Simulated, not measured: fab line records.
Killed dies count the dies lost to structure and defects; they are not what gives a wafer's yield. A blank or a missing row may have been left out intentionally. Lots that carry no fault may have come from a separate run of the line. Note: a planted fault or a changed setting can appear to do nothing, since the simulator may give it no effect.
fab line records	flow nand_harc
record: lots: 13	wafers: 39	last_day: 24
route steps=1159 shown A_M0@1023 A_M1@1033
lots that met no fault: from a run of the same line without faults
start_h: the number of hours between the record's first day and the start of the first shown wafer of the lot	wait_h: time in hours since the lot's previous step	" unchanged from the row above	L1.1+2: several wafers, shown together as one row	- no value, or no start was given	* or withheld: withheld	< > ~ a bound
route shown NAME@n: a module of which the file shows steps, and the number in the route of the first	usual: the fault-free wafers' mean and standard deviation	same: alike in all rows	chamber/n: place in a boat	sites: each site's reading	_std_site: how widely they spread, as a standard deviation	_edge_site: the outer-site mean with the inner-site mean subtracted	radius_mm: how far each site lies from the wafer's centre	mask NAME#n: copy n	behind: tool/chamber where the wafer was last shaped	hold: why the lot was held/for how many hours/how that ended	device: whichever transistor did not switch (one of n, p or np)	end of line: the same wafers' tests at the end of the route	for a step that has no rows: nothing shown but its recipe	killed: at the first sort, the dies lost to defects and structure; wafer yield is something else	map: per-die view of a wafer (x killed, . not killed, _ where there is no die)
set.NAME: the setting the step ran with; set.NAME@STEP: the setting that earlier step ran with	model.NAME: the simulator's own value behind a step, which no gauge read
one table for each step of the route and one row for each wafer, over a sample of lots
services: when a tool's chamber went out of use (start_h, in hours from the record's first day, below 0 if earlier), for how many hours, and the reason
== steps ==
step: NHARC_A_M0_INSPECT_27
usual: raw_defect_count: 427/110
lot.wafer	tool	chamber	start_h	wait_h	raw_defect_count
L269.1	defect_inspect-02	-	406.69	0.0	544
L269.2	"	-	"	"	412
L269.4	"	-	"	"	446
L268.1	defect_inspect-02	-	410.03	0.0	365
L268.4	"	-	"	"	301
L268.6	"	-	"	"	319
L271.3	defect_inspect-01	-	429.60	0.0	498
L271.5	"	-	"	"	363
L271.6	"	-	"	"	343
L276.1	defect_inspect-01	-	452.80	0.0	454
L276.4	"	-	"	"	300
L276.5	"	-	"	"	361
L278.2	defect_inspect-01	-	454.30	0.0	406
L278.4	"	-	"	"	282
L278.6	"	-	"	"	412
L277.2	defect_inspect-01	-	454.64	0.0	378
L277.4	"	-	"	"	413
L277.6	"	-	"	"	527
L279.4	defect_inspect-01	-	466.86	0.0	335
L279.5	"	-	"	"	326
L279.6	"	-	"	"	419
L280.2	defect_inspect-02	-	469.11	0.0	571
L280.4	"	-	"	"	553
L280.6	"	-	"	"	714
L281.1	defect_inspect-01	-	471.93	0.0	283
L281.2	"	-	"	"	400
L281.4	"	-	"	"	336
L282.1	defect_inspect-02	-	482.26	0.0	406
L282.5	"	-	"	"	482
L282.6	"	-	"	"	508
L284.3	defect_inspect-01	-	500.51	0.0	370
L284.4	"	-	"	"	353
L284.6	"	-	"	"	411
L290.3	defect_inspect-02	-	530.49	0.0	502
L290.5	"	-	"	"	449
L290.6	"	-	"	"	493
L291.1	defect_inspect-02	-	530.92	0.0	584
L291.2	"	-	"	"	676
L291.4	"	-	"	"	363
step: NHARC_A_M1_EXPOSE_06
recipe: na: 1.35	target_cd_nm: 120	dose_mj: 75.13	mask_id: A_M1
usual: exposure_dose_mJ_cm2: 75.13/0.12	focus_offset_nm: 0.0/0.48	reticle_temp_C: 23.00/0.094
lot.wafer	tool	chamber	start_h	wait_h	mask	exposure_dose_mJ_cm2	focus_offset_nm	reticle_temp_C
L269.1	arfi_scanner-02	0	407.92	-	A_M1#0	75.12	0.2	23.01
L269.2	"	0	"	"	A_M1#0	74.98	1.2	23.12
L269.4	"	0	"	"	A_M1#0	75.16	0.6	23.01
L268.1	arfi_scanner-03	0	411.29	-	A_M1#0	75.34	0.4	23.03
L268.4	"	0	"	"	A_M1#0	75.39	0.5	22.96
L268.6	"	0	"	"	A_M1#0	75.41	0.5	22.96
L271.3	arfi_scanner-01	0	431.17	-	A_M1#0	75.08	0.2	22.83
L271.5	"	0	"	"	A_M1#0	75.18	0.3	22.92
L271.6	"	0	"	"	A_M1#0	75.21	0.7	22.97
L276.1	arfi_scanner-01	0	454.03	-	A_M1#0	75.07	0.1	23.00
L276.4	"	0	"	"	A_M1#0	75.06	0.3	23.12
L276.5	"	0	"	"	A_M1#0	75.14	0.6	23.06
L278.2	arfi_scanner-01	0	455.48	-	A_M1#0	75.14	-0.6	23.14
L278.4	"	0	"	"	A_M1#0	75.06	0.0	22.89
L278.6	"	0	"	"	A_M1#0	75.04	-0.3	23.05
L277.2	arfi_scanner-02	0	455.88	-	A_M1#0	75.09	-0.4	23.03
L277.4	"	0	"	"	A_M1#0	75.05	0.2	23.04
L277.6	"	0	"	"	A_M1#0	74.95	-0.3	22.94
L279.4	arfi_scanner-03	0	468.30	-	A_M1#0	75.26	0.1	23.00
L279.5	"	0	"	"	A_M1#0	75.40	-0.4	23.08
L279.6	"	0	"	"	A_M1#0	75.20	0.3	22.92
L280.2	arfi_scanner-01	0	470.36	-	A_M1#0	75.15	0.0	23.04
L280.4	"	0	"	"	A_M1#0	75.06	-0.4	23.07
L280.6	"	0	"	"	A_M1#0	75.18	0.0	23.10
L281.1	arfi_scanner-02	0	473.18	-	A_M1#0	75.11	-0.3	22.97
L281.2	"	0	"	"	A_M1#0	74.97	-1.2	23.20
L281.4	"	0	"	"	A_M1#0	75.03	-0.5	23.24
L282.1	arfi_scanner-01	0	483.54	-	A_M1#0	74.86	-0.1	22.79
L282.5	"	0	"	"	A_M1#0	74.93	0.9	23.05
L282.6	"	0	"	"	A_M1#0	74.98	1.2	22.85
L284.3	arfi_scanner-03	-	501.77	-	A_M1#0	-	-	-
L284.4	"	-	"	"	A_M1#0	-	-	-
L284.6	"	-	"	"	A_M1#0	-	-	-
L290.3	arfi_scanner-01	0	531.76	-	A_M1#0	75.17	0.2	22.98
L290.5	"	0	"	"	A_M1#0	75.17	0.4	23.01
L290.6	"	0	"	"	A_M1#0	75.05	0.4	23.06
L291.1	arfi_scanner-03	0	532.18	-	A_M1#0	75.24	-0.9	22.93
L291.2	"	0	"	"	A_M1#0	75.25	0.3	23.07
L291.4	"	0	"	"	A_M1#0	75.09	0.3	22.97
step: NHARC_A_M1_CD_MEAS_09
recipe: target_cd_nm: 120	landing_energy_ev: 500
usual: cd_nm: 120.1/0.5
lot.wafer	tool	chamber	start_h	wait_h	cd_nm
L269.1	cd_sem-02	0	408.07	-	120.3
L269.2	"	0	"	"	119.8
L269.4	"	0	"	"	120.2
L268.1	cd_sem-03	0	411.43	-	120.4
L268.4	"	0	"	"	121.0
L268.6	"	0	"	"	120.6
L271.3	cd_sem-03	0	431.30	-	120.6
L271.5	"	0	"	"	120.1
L271.6	"	0	"	"	120.3
L276.1	cd_sem-02	0	454.17	-	119.8
L276.4	"	0	"	"	120.1
L276.5	"	0	"	"	120.4
L278.2	cd_sem-01	0	455.62	-	120.8
L278.4	"	0	"	"	120.1
L278.6	"	0	"	"	120.9
L277.2	cd_sem-03	0	456.01	-	120.5
L277.4	"	0	"	"	120.9
L277.6	"	0	"	"	120.2
L279.4	cd_sem-02	0	468.44	-	119.3
L279.5	"	0	"	"	119.5
L279.6	"	0	"	"	119.7
L280.2	cd_sem-01	0	470.50	-	120.0
L280.4	"	0	"	"	120.3
L280.6	"	0	"	"	120.2
L281.1	cd_sem-01	0	473.32	-	118.8
L281.2	"	0	"	"	119.3
L281.4	"	0	"	"	120.0
L282.1	cd_sem-02	0	483.68	-	120.3
L282.5	"	0	"	"	120.7
L282.6	"	0	"	"	120.8
L284.3	cd_sem-02	0	501.91	-	-
L284.4	"	0	"	"	-
L284.6	"	0	"	"	-
L290.3	cd_sem-01	0	531.89	-	120.2
L290.5	"	0	"	"	120.3
L290.6	"	0	"	"	120.5
L291.1	cd_sem-02	0	532.32	-	120.8
L291.2	"	0	"	"	119.8
L291.4	"	0	"	"	120.3
step: NHARC_A_M1_ETCH_35
recipe: target_depth_a: 400	overetch_a: 120	time_s: 43.94	ion_energy_ev: 200	n2_flow_sccm: 150	h2_flow_sccm: 150	ar_flow_sccm: 0	rf_w: 400	bias_w: 150	chemistry: N2/H2
usual: drypump_motor_current_A: 5.8/0.32	mfc_ar_sccm: 0.007/0.011	n2_flow_sccm: 150.0/0.45	oes_product_au: 1.001/0.0095	rf_vpp_V: 430.9/2.6	showerhead_plenum_p_Torr: 2.05/0.089	throttle_valve_pct: 14.172/0.0088
lot.wafer	tool	chamber	start_h	wait_h	drypump_motor_current_A	mfc_ar_sccm	n2_flow_sccm	oes_product_au	rf_hours_counter_h	rf_vpp_V	showerhead_plenum_p_Torr	throttle_valve_pct
L269.2	rie_diel-08	1	408.83	0.6	5.6	0	150.2	0.981	7	432.8	2.09	14.167
L269.4	"	3	"	"	5.8	0.007	150.2	0.998	7	427.1	1.90	14.175
L269.1	"	0	"	"	5.5	0.003	149.7	0.986	7	428.2	1.95	14.170
L268.1	rie_diel-03	0	411.73	0.1	5.9	0.016	150.1	1.003	1	430.6	2.02	14.185
L268.4	"	1	"	"	6.1	0	150.1	1.003	1	432.9	2.11	14.167
L268.6	"	3	"	"	5.5	0	150.1	0.994	-	433.6	2.17	14.182
L271.3	rie_diel-03	3	431.57	0.1	5.6	0	150.2	0.987	2	432.3	2.17	14.171
L271.5	"	2	"	"	6.0	0	149.7	0.985	-	428.7	1.95	14.169
L271.6	"	3	"	"	5.5	0	150.2	0.983	-	433.4	2.17	14.170
L276.1	rie_diel-02	3	454.44	0.1	5.9	0	149.7	0.997	2	429.5	2.05	14.168
L276.4	"	1	"	"	6.4	0	150.1	1.022	3	430.7	2.02	14.169
L276.5	"	0	"	"	5.8	0.033	149.2	0.991	-	428.3	1.98	14.175
L278.2	rie_diel-02	3	455.89	0.1	5.9	0	150.0	1.003	2	429.3	2.05	14.168
L278.4	"	2	"	"	5.1	0	150.8	1.004	3	435.0	2.18	14.179
L278.6	"	0	"	"	5.8	0.033	149.3	1.002	-	429.4	1.98	14.166
L277.2	rie_diel-02	2	456.29	0.1	5.2	0	150.6	1.013	3	433.7	2.18	14.178
L277.4	"	3	"	"	5.9	0	150.6	1.007	2	431.6	2.05	14.173
L277.6	"	1	"	"	6.4	0	150.9	1.024	-	432.3	2.02	14.179
L279.4	rie_diel-02	0	468.72	0.1	5.8	0.033	149.9	0.991	3	430.6	1.98	14.164
L279.6	"	1	"	"	6.4	0	148.8	1.007	-	431.1	2.02	14.166
L279.5	"	2	"	"	5.2	0	149.8	1.007	-	434.4	2.18	14.169
L280.4	rie_diel-02	3	470.77	0.1	5.9	0	150.6	1.010	3	430.4	2.05	14.173
L280.2	"	0	"	"	5.8	0.033	149.7	1.010	3	428.9	1.98	14.161
L280.6	"	0	"	"	5.8	0.033	150.2	0.993	-	430.1	1.98	14.170
L281.4	rie_diel-02	2	473.60	0.1	5.2	0	150.0	1.001	3	432.7	2.18	14.173
L281.2	"	3	"	"	5.9	0	149.9	0.999	3	430.7	2.05	14.193
L281.1	"	1	"	"	6.4	0	149.3	1.012	3	430.7	2.02	14.165
L282.1	rie_diel-03	2	483.95	0.1	6.0	0	149.8	1.010	7	428.0	1.95	14.173
L282.6	"	2	"	"	6.0	0	150.3	1.015	-	428.3	1.95	14.164
L282.5	"	3	"	"	5.6	0	149.9	1.002	-	435.1	2.16	14.153
L284.3	rie_diel-03	0	502.17	0.1	5.9	0.016	150.0	1.002	9	429.2	2.02	14.167
L284.4	"	3	"	"	5.5	0	149.7	0.993	9	433.7	2.16	14.175
L284.6	"	0	"	"	5.9	0.016	149.8	1.004	-	429.9	2.02	14.160
L290.3	rie_diel-08	1	532.16	0.1	5.6	0	149.9	0.999	3	430.6	2.09	14.193
L290.5	"	1	"	"	5.6	0	149.7	0.997	-	430.7	2.09	14.172
L290.6	"	2	"	"	5.6	0.020	149.1	0.988	-	435.3	2.19	14.192
L291.2	rie_diel-02	1	532.61	0.1	6.4	0	150.9	1.001	1	430.7	2.02	14.180
L291.1	"	2	"	"	5.1	0	150.2	1.003	1	433.6	2.18	14.182
L291.4	"	3	"	"	5.9	0	149.8	0.992	1	430.6	2.05	14.185
== services ==
tool	chamber	start_h	hours	kind
rie_diel-02	0	385.75	-	clean
rie_diel-02	1	385.75	-	clean
rie_diel-02	2	385.75	-	clean
arfi_scanner-02	-	388.00	0.2	repair
rie_diel-03	-	392.30	9.0	pm
rie_diel-02	1	413.95	6.9	repair
arfi_scanner-01	-	416.44	3.9	repair
arfi_scanner-02	-	428.00	4.0	pm
rie_diel-03	1	447.63	4.7	repair
arfi_scanner-03	-	456.78	2.2	repair
rie_diel-02	0	462.37	1.8	repair
rie_diel-08	0	464.12	8.6	repair
arfi_scanner-02	-	464.15	0.8	repair
arfi_scanner-01	-	464.70	2.6	repair
rie_diel-08	0	475.52	3.8	repair
arfi_scanner-01	-	477.36	0.4	repair
rie_diel-08	-	478.80	9.0	pm
arfi_scanner-03	-	484.00	4.0	pm
rie_diel-03	3	484.17	7.4	repair
arfi_scanner-01	-	489.24	1.0	repair
arfi_scanner-03	-	493.84	7.1	repair
arfi_scanner-02	-	501.62	0.6	repair
rie_diel-03	1	502.32	11.1	repair
rie_diel-02	-	504.72	9.0	pm
== key ==
first_sign: step: NHARC_A_M1_EXPOSE_06	reading: tool_record	direction: missing
effect none on later readings
met_at NHARC_A_M1_EXPOSE_06
struck_lots L284
later_rows_left_out L284.3,L284.4,L284.6
sort_left_out L284.3,L284.4,L284.6
not_acting_at NHARC_A_M0_INSPECT_27,NHARC_A_M1_CD_MEAS_09,NHARC_A_M1_ETCH_35
onset_between 473.18 501.77
fault: kind: skipped_step_whole	tool: arfi_scanner-02,arfi_scanner-03	chamber: -	onset_h: 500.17	steps: NHARC_A_M1_EXPOSE_06	scope: struck_lots_only
sort_left_out: the simulated sort isn't trusted on such a fault, so these wafers' sort isn't shown, and their yield isn't known
later_rows_left_out: the simulator's readings of these wafers behind a module that went badly wrong aren't trusted and aren't shown, but for the sort
